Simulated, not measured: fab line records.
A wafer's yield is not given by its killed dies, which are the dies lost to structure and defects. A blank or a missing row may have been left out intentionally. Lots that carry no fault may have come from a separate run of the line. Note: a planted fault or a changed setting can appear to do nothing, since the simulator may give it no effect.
Split-lot experiment ; flow n5-finfet ; 21 wafers read across 7 lots, on a route 1938 steps long

THE SPLIT ITSELF
At N5_BEOL_M7_DESCUM_33 (chemistry O2, time 7 s), the setting time-s was moved away from the recipe's 7 s on 8 of the 21 wafers read, by -20.2% to +21.3%. The other wafers ran this setting at the recipe's value.

FROM SPLIT TO READING: 1 step shown by the file between the two
- N5_BEOL_M7_ETCH_72: etches underlayer in N2/H2, target depth 6.5 nm, time 5.2 s

THE READING
CAR-EUV_of_BEOL_M7_COAT_22.thk-nm (the simulator's own value, which no gauge read), in nm, at N5_BEOL_M7_ETCH_65 (etches SiARC in CF4, target depth 15.6 nm, time 26 s). The file does not state a usual value for it. Average 11.2 nm, standard deviation 0.14 nm, over the 13 wafers here run with the recipe.

wafer;tool, chamber at the split;time-s as run, s;against the recipe;CAR-EUV_of_BEOL_M7_COAT_22.thk-nm, nm;against lot-mates on the recipe
L074.4;rie-diel-06, 1,2;7;recipe;11;-
L074.5;rie-diel-06, 1;7.798;+11.4%;10.6;-0.5
L074.6;rie-diel-06, 1,2;7;recipe;11.2;-
L078.3;rie-diel-06, 0,0,1;7;recipe;11.4;-
L078.4;rie-diel-06, 0,0,1;7;recipe;11.2;-
L078.6;rie-diel-06, 0,0,1;7;recipe;11.2;-
L083.3;rie-diel-05, 3;7;recipe;11.2;-
L083.4;rie-diel-05, 0;5.589;-20.2%;12;+0.8
L083.5;rie-diel-05, 0;5.589;-20.2%;12;+0.8
L085.2;rie-diel-06, 3;7;recipe;11.2;-
L085.3;rie-diel-06, 1;7;recipe;11.4;-
L085.6;rie-diel-06, 2;8.458;+20.8%;10.6;-0.7
L088.1;rie-diel-06, 0;8.488;+21.3%;10.2;-1.0
L088.2;rie-diel-06, 2;8.488;+21.3%;10.2;-1.0
L088.5;rie-diel-06, 2;7;recipe;11.2;-
L091.1;rie-diel-02, 3;7;recipe;11.4;-
L091.3;rie-diel-02, 0,2;7;recipe;11;-
L091.4;rie-diel-02, 0,2;7;recipe;11;-
L092.4;rie-diel-02, 2;8.345;+19.2%;10.6;-0.6
L092.6;rie-diel-02, 2;8.345;+19.2%;10.6;-0.6
L092.5;rie-diel-02, 3;7;recipe;11.2;-
If several chambers appear in one row, that row covers several wafers at once and the file leaves open which wafer was in which chamber.

FIT RESULTS
A straight line over all 21 wafers: CAR-EUV_of_BEOL_M7_COAT_22.thk-nm changes by -0.0388 nm for each +1% of time-s; r = -0.95; the points scatter about the line by 0.15 nm.
The same after taking each lot's own level away (the mean of its wafers on the recipe; 21 wafers): -0.0392 nm for each +1%; r = -0.97; scatter 0.12 nm.
That fit puts the effect of the largest move of time-s on the reading at 0.83 nm.
The span of the lots' own levels, 11.10 to 11.30 nm, comes to 1.5 times the standard deviation stated above.
Hence the lot-to-lot level has little effect on the slope; both slopes agree.
Check: -0.798 nm against its lot-mates is what the line predicts for one of the wafers moved furthest among these (+21.3%) when that wafer is left out of the fit. Against them it came out at -1 nm.

OTHER SPLITS APPLIED TO THESE WAFERS
These wafers also went through other splits before the reading. Each is held against what the fit with the lots' levels taken away leaves over:
other split on the same wafers;wafers away from the commonest value;r with CAR-EUV_of_BEOL_M7_COAT_22.thk-nm (lot level and that fit taken away)
N5_BEOL_M3_COAT_05 spin-rpm;3;-0.11
N5_BEOL_M3_SPUTTER_48 time-s;6;-0.13
N5_BEOL_M3_SPUTTER_86 time-s;7;-0.29
N5_BEOL_M5_PECVD_70 temp-c;7;-0.06
N5_BEOL_M6_ETCH_66 bias-w;6;-0.40
N5_BEOL_M7_COAT_71 spin-rpm;7;+0.51

THE WHOLE CHAIN: every reading that the file lists as answering this split, in the file's order
step;what it does;reading;change (the file's fit);r (the file's)
N5_BEOL_M7_DESCUM_33;chemistry O2, time 7 s;CAR-EUV_of_BEOL_M7_COAT_22.thk-nm (the simulator's own value, which no gauge read);-0.0331 nm for each +1% of the setting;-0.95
N5_BEOL_M7_ETCH_72;etches underlayer in N2/H2, target depth 6.5 nm, time 5.2 s;CAR-EUV_of_BEOL_M7_COAT_22.thk-nm (the simulator's own value, which no gauge read);-0.0374 nm for each +1% of the setting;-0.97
N5_BEOL_M7_ETCH_65;etches SiARC in CF4, target depth 15.6 nm, time 26 s;CAR-EUV_of_BEOL_M7_COAT_22.thk-nm (the simulator's own value, which no gauge read);-0.0386 nm for each +1% of the setting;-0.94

FILE'S OWN FIT
CAR-EUV_of_BEOL_M7_COAT_22.thk-nm changes by -0.0386 nm for each +1% of time-s, r = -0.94.
